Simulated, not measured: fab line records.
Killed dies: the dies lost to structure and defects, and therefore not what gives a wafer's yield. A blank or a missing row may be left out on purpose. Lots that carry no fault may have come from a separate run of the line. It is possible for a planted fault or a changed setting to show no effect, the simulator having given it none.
fab line records	flow n5-finfet	part 2 of 2: steps 5 to 6 of 6
record: lots: 18	wafers: 54	last-day: 18
route steps=1938 shown BEOL_M10@1484 BEOL_M11@1558
lots with no fault: from the same line, run without faults
start-h: hours from the record's opening day to when the first of the lot's shown wafers began	wait-h: hours since the lot's step before	" the same as in the row above	L1.1+2: several wafers, shown together as one row	- no value present, or no start provided	* or withheld: withheld	< > ~ a bound
route shown NAME@n: a module of which the file shows steps, and the number in the route of the first	usual: the fault-free wafers' mean and standard deviation	same: alike in all rows	chamber/n: place in a boat	sites: per-site readings	_std_site: how widely they spread, as a standard deviation	_edge_site: outer sites' mean less inner sites'	radius-mm: for every site, how far away it sits from the centre of the wafer	mask NAME#n: copy n	behind: the tool/chamber that last shaped the wafer	hold: why the lot was held/for how many hours/how that ended	device: whichever transistor did not switch (one of n, p or np)	end of line: the tests these same wafers got at the end of their route	where a step has no rows: the recipe by itself	killed: dies that structure and defects cost at the first sort, which is not the same as the wafer's yield	map: the dies of a wafer, with x for killed, . for not killed, _ for no die there
set.NAME: the setting as run; set.NAME@STEP: as run at that earlier step	model.NAME: the simulator's own value behind a step, which no gauge read
route steps across a sampled set of lots; one table per step, one row per wafer
services: the hour from which a tool's chamber was out of use, counted from the record's first day as start-h (under 0 if before that day), plus the number of hours and why
== steps ==
step: N5_BEOL_M11_STRIP_36
recipe: chemistry: N2/H2	power-w: 450	temp-c: 40	pressure-mtorr: 20	rf-frequency-hz: 6e+07	overash-fraction: 0.3	bias-power-w: 7	h2-frac: 0.5	n2-flow-sccm: 200	h2-flow-sccm: 200
usual: bias-power-w: 6.999/0.021	chamber-pressure-mTorr: 20.01/0.038	drypump-motor-current-A: 5.8/0.6	oes-product-au: 0.79/0.089	rf-vpp-V: 59.3/1.9	showerhead-plenum-p-Torr: 2.56/0.1	throttle-valve-pct: 23.57/0.28
lot.wafer	tool	chamber	start-h	wait-h	bias-power-w	chamber-pressure-mTorr	drypump-motor-current-A	oes-product-au	rf-hours-counter-h	rf-vpp-V	showerhead-plenum-p-Torr	throttle-valve-pct
L074.3	rie-diel-03	0	225.15	0.0	6.989	19.96	5.1	0.72	181	58.8	2.42	23.37
L074.4	"	1	"	"	7.026	19.99	6.1	0.71	156	58.2	2.65	23.56
L074.5	"	3	"	"	7.013	20.04	6.5	0.87	-	58.0	2.69	23.24
L076.1	rie-diel-01	1	243.02	0.0	6.998	20.01	4.7	0.90	17	60.2	2.60	23.64
L076.3	"	2	"	"	6.967	20.01	6.5	0.94	11	58.4	2.49	23.74
L076.4	"	0	"	"	7.001	20.06	5.9	0.90	42	58.4	2.69	23.26
L078.1	rie-diel-03	0	260.97	0.0	6.977	20.03	5.1	0.72	193	58.0	2.41	23.37
L078.4	"	3	"	"	7.008	20.04	6.5	0.87	38	62.5	2.69	23.28
L078.5	"	0	"	"	7.024	20.08	5.1	0.71	-	56.6	2.42	23.39
L080.1	rie-diel-03	1	268.03	0.0	7.024	20.01	6.1	0.72	170	61.3	2.64	23.62
L080.3	"	2	"	"	7.033	19.98	5.5	0.71	214	58.1	2.51	24.08
L080.5	"	3	"	"	6.980	20.05	6.4	0.88	-	61.2	2.69	23.27
L081.1	rie-diel-04	0	278.11	0.0	7.018	20.01	5.3	0.73	190	61.3	2.63	23.96
L081.2	"	2	"	"	6.970	19.92	6.1	0.98	4	58.4	2.49	23.52
L081.5	"	0	"	"	6.981	20.07	5.4	0.73	-	59.3	2.63	23.99
L082.1	rie-diel-03	1	285.50	0.0	7.021	20.03	6.2	0.72	176	59.4	2.64	23.63
L082.5	"	3	"	"	6.985	20.00	6.4	0.86	-	60.2	2.69	23.30
L082.6	"	0	"	"	6.975	19.98	5.2	0.70	-	58.8	2.41	23.40
L083.4	rie-diel-03	3	291.93	0.0	7.023	20.02	6.5	0.86	48	60.0	2.69	23.31
L083.5	"	2	"	"	6.972	19.94	5.5	0.71	-	59.6	2.50	24.08
L083.6	"	1	"	"	7.005	20.01	6.1	0.70	-	61.6	2.64	23.61
L084.2	rie-diel-01	2	302.87	0.0	6.996	19.99	6.6	0.89	29	59.3	2.48	23.74
L084.4	"	3	"	"	7.002	20.02	6.2	0.74	143	58.7	2.44	23.49
L084.5	"	0	"	"	7.049	20.00	5.8	0.88	-	57.8	2.68	23.28
L086.1	rie-diel-04	1	305.47	0.0	7.019	20.04	5.4	0.86	46	61.7	2.57	23.47
L086.2	"	0	"	"	6.965	20.00	5.4	0.74	200	60.5	2.63	24.05
L086.3	"	2	"	"	7.004	20.03	6.1	0.94	14	59.3	2.49	23.56
L088.1	rie-diel-03	1	312.88	0.0	6.983	20.03	6.1	0.69	186	59.7	2.63	23.64
L088.4	"	1	"	"	7.000	19.98	6.1	0.69	-	61.9	2.63	23.64
L088.6	"	2	"	"	6.978	20.03	5.4	0.69	-	60.4	2.50	24.11
L087.1	rie-diel-01	0	313.06	0.0	6.975	20.12	5.9	0.87	64	60.2	2.68	23.27
L087.2	"	3	"	"	6.978	19.98	6.2	0.75	146	56.8	2.44	23.45
L087.6	"	2	"	"	6.994	20.00	6.5	0.88	-	58.9	2.48	23.76
L090.3	rie-diel-03	2	330.53	0.0	6.979	20.01	5.5	0.69	236	61.0	2.50	24.11
L090.4	"	1	"	"	6.992	19.97	6.1	0.69	192	57.0	2.63	23.67
L090.5	"	0	"	"	6.993	19.94	5.2	0.69	-	60.5	2.41	23.41
L089.2	rie-diel-04	0	331.29	0.0	7.040	20.03	5.3	0.73	210	62.6	2.62	23.99
L089.3	"	3	"	"	7.007	20.07	6.8	0.98	4	60.1	2.71	22.99
L089.5	"	1	"	"	6.994	20.03	5.4	0.86	-	59.9	2.57	23.51
L092.2	rie-diel-01	1	340.45	0.0	7.031	19.98	4.7	0.86	47	60.3	2.59	23.65
L092.3	"	3	"	"	6.996	20.06	6.2	0.75	154	58.7	2.43	23.49
L092.5	"	2	"	"	6.996	20.01	6.6	0.85	-	57.2	2.48	23.76
L093.1	rie-diel-04	3	347.13	0.0	7.024	20.03	6.8	0.95	9	61.8	2.71	22.96
L093.4	"	1	"	"	7.035	19.98	5.4	0.87	61	57.6	2.56	23.52
L093.6	"	1	"	"	6.986	20.04	5.4	0.85	-	61.1	2.56	23.56
L094.1	rie-diel-03	1	350.16	0.0	6.972	19.98	6.1	0.69	197	59.5	2.63	23.64
L094.3	"	0	"	"	6.991	20.04	5.1	0.70	214	59.9	2.41	23.43
L094.4	"	3	"	"	7.021	20.03	6.5	0.83	68	61.0	2.68	23.32
L096.3	rie-diel-01	3	366.90	0.0	6.989	20.03	6.2	0.74	162	57.0	2.43	23.50
L096.4	"	1	"	"	7.011	20.02	4.7	0.83	54	58.5	2.58	23.73
L096.5	"	2	"	"	6.992	20.00	6.6	0.85	-	58.5	2.48	23.74
L097.2	rie-diel-03	1	374.92	0.0	6.992	19.94	6.1	0.70	205	58.7	2.63	23.63
L097.3	"	0	"	"	7.020	19.98	5.1	0.69	221	61.7	2.40	23.44
L097.4	"	3	"	"	6.987	19.99	6.4	0.83	-	55.6	2.67	23.35
step: N5_BEOL_M11_STRIP_77
recipe: chemistry: N2/H2	time-s: 10	power-w: 450	temp-c: 40	pressure-mtorr: 20	rf-frequency-hz: 6e+07	bias-power-w: 7	n2-flow-sccm: 200	h2-flow-sccm: 200
usual: bias-power-w: 7.000/0.02	chamber-pressure-mTorr: 20.001/0.017	drypump-motor-current-A: 5.8/0.6	oes-product-au: 0.79/0.088	rf-vpp-V: 59.2/0.97	showerhead-plenum-p-Torr: 2.56/0.1	throttle-valve-pct: 23.58/0.28
lot.wafer	tool	chamber	start-h	wait-h	bias-power-w	chamber-pressure-mTorr	drypump-motor-current-A	oes-product-au	rf-hours-counter-h	rf-vpp-V	showerhead-plenum-p-Torr	throttle-valve-pct
L074.3	rie-diel-03	0	-	-	7.006	19.999	5.1	0.73	181	59.4	2.42	23.39
L074.4	"	1	"	"	6.994	20.005	6.1	0.73	156	61.2	2.65	23.59
L074.5	"	3	"	"	6.967	20.039	6.5	0.90	-	59.8	2.69	23.27
L076.1	rie-diel-01	1	-	-	6.961	19.966	4.7	0.92	17	59.9	2.60	23.64
L076.3	"	2	"	"	7.027	20.014	6.6	0.93	11	59.7	2.49	23.74
L076.4	"	0	"	"	6.995	20.001	5.9	0.89	42	59.9	2.69	23.28
L078.1	rie-diel-03	0	-	-	6.995	19.977	5.1	0.72	193	58.1	2.42	23.40
L078.4	"	3	"	"	7.017	19.999	6.4	0.86	38	59.1	2.69	23.30
L078.5	"	0	"	"	6.985	19.974	5.1	0.71	-	57.7	2.42	23.42
L080.1	rie-diel-03	1	-	-	7.013	19.995	6.1	0.73	170	60.0	2.64	23.61
L080.3	"	2	"	"	6.973	19.986	5.5	0.72	214	59.2	2.51	24.07
L080.5	"	3	"	"	7.019	19.993	6.4	0.88	-	60.9	2.69	23.29
L081.1	rie-diel-04	0	-	-	7.004	20.011	5.4	0.74	190	58.4	2.63	23.95
L081.2	"	2	"	"	7.000	20.005	6.1	0.98	4	58.0	2.49	23.54
L081.5	"	0	"	"	7.028	19.989	5.4	0.74	-	58.9	2.63	23.96
L082.1	rie-diel-03	1	-	-	7.025	19.959	6.1	0.71	176	57.9	2.64	23.61
L082.5	"	3	"	"	7.004	19.994	6.4	0.86	-	58.7	2.69	23.30
L082.6	"	0	"	"	7.037	20.013	5.1	0.71	-	60.0	2.41	23.40
L083.4	rie-diel-03	3	-	-	7.031	19.996	6.5	0.84	48	60.7	2.68	23.31
L083.5	"	2	"	"	6.992	20.002	5.5	0.70	-	58.7	2.50	24.08
L083.6	"	1	"	"	7.003	19.999	6.1	0.70	-	60.3	2.64	23.63
L084.2	rie-diel-01	2	-	-	6.977	20.016	6.6	0.89	29	58.7	2.48	23.76
L084.4	"	3	"	"	6.985	19.984	6.2	0.75	143	59.6	2.44	23.51
L084.5	"	0	"	"	6.985	20.003	5.9	0.86	-	59.9	2.68	23.29
L086.1	rie-diel-04	1	-	-	6.986	20.010	5.4	0.87	47	58.8	2.57	23.48
L086.2	"	0	"	"	7.006	20.005	5.4	0.73	200	60.0	2.63	23.98
L086.3	"	2	"	"	6.960	20.034	6.1	0.93	14	57.2	2.49	23.58
L088.1	rie-diel-03	1	-	-	7.012	20.015	6.1	0.71	186	58.6	2.63	23.63
L088.4	"	1	"	"	7.005	20.005	6.1	0.69	-	59.0	2.63	23.63
L088.6	"	2	"	"	6.987	20.004	5.5	0.70	-	59.3	2.50	24.09
L087.1	rie-diel-01	0	-	-	7.042	19.995	5.8	0.88	64	58.0	2.68	23.30
L087.2	"	3	"	"	7.015	20.000	6.3	0.75	146	59.4	2.44	23.49
L087.6	"	2	"	"	7.004	19.975	6.6	0.88	-	59.1	2.48	23.78
L090.3	rie-diel-03	2	-	-	7.032	19.994	5.4	0.70	236	58.6	2.50	24.09
L090.4	"	1	"	"	7.007	20.020	6.1	0.69	192	59.0	2.63	23.65
L090.5	"	0	"	"	7.012	19.991	5.1	0.70	-	59.4	2.41	23.42
L089.2	rie-diel-04	0	-	-	7.041	20.008	5.4	0.73	210	58.7	2.62	24.01
L089.3	"	3	"	"	6.996	20.014	6.8	0.97	4	60.4	2.71	22.97
L089.5	"	1	"	"	7.001	19.979	5.4	0.85	-	59.3	2.57	23.50
L092.2	rie-diel-01	1	-	-	7.014	19.981	4.7	0.86	47	60.5	2.59	23.69
L092.3	"	3	"	"	7.049	20.075	6.2	0.75	154	58.4	2.43	23.49
L092.5	"	2	"	"	6.981	19.983	6.6	0.86	-	59.2	2.48	23.79
L093.1	rie-diel-04	3	-	-	7.008	20.006	6.7	0.95	9	61.1	2.71	22.98
L093.4	"	1	"	"	6.992	20.001	5.4	0.85	62	60.1	2.56	23.50
L093.6	"	1	"	"	7.003	19.994	5.4	0.85	-	60.3	2.56	23.50
L094.1	rie-diel-03	1	-	-	7.002	19.976	6.1	0.69	197	59.9	2.63	23.64
L094.3	"	0	"	"	6.987	20.014	5.1	0.70	214	58.5	2.41	23.43
L094.4	"	3	"	"	7.006	20.007	6.5	0.83	68	60.6	2.68	23.34
L096.3	rie-diel-01	3	-	-	6.993	19.995	6.2	0.73	162	57.8	2.43	23.49
L096.4	"	1	"	"	6.995	20.003	4.7	0.86	55	59.5	2.58	23.71
L096.5	"	2	"	"	7.024	20.026	6.6	0.86	-	59.0	2.47	23.78
L097.2	rie-diel-03	1	-	-	6.993	19.979	6.1	0.70	205	58.4	2.63	23.65
L097.3	"	0	"	"	7.005	19.976	5.1	0.69	221	57.0	2.40	23.42
L097.4	"	3	"	"	6.986	19.999	6.4	0.82	-	59.4	2.67	23.33
== services ==
tool	chamber	start-h	hours	kind
rie-diel-04	3	193.45	8.9	repair
rie-diel-06	0	200.31	15.8	repair
rie-diel-04	-	211.67	2.8	pm
rie-diel-01	-	217.33	9.7	repair
rie-diel-04	-	217.33	2.1	repair
rie-diel-02	3	221.54	-	clean
rie-diel-01	-	229.97	2.8	pm
rie-diel-04	1	239.23	6.4	repair
rie-diel-04	2	247.20	-	clean
rie-diel-04	2	247.20	-	consumable-replace:focus-ring
rie-diel-04	2	247.20	17.3	scheduled-down
rie-diel-04	2	247.20	17.3	vent-cycle
rie-diel-01	3	284.47	7.4	repair
rie-diel-04	3	295.36	-	clean
rie-diel-04	3	295.36	-	consumable-replace:focus-ring
rie-diel-04	3	295.36	-	consumable-replace:showerhead
rie-diel-04	3	295.36	27.3	scheduled-down
rie-diel-04	3	295.36	27.3	vent-cycle
rie-diel-05	0	304.59	5.7	repair
rie-diel-06	3	310.47	18.0	repair
rie-diel-03	2	372.84	-	clean
rie-diel-03	2	372.84	-	consumable-replace:focus-ring
rie-diel-03	2	372.84	14.8	scheduled-down
rie-diel-03	2	372.84	14.8	vent-cycle
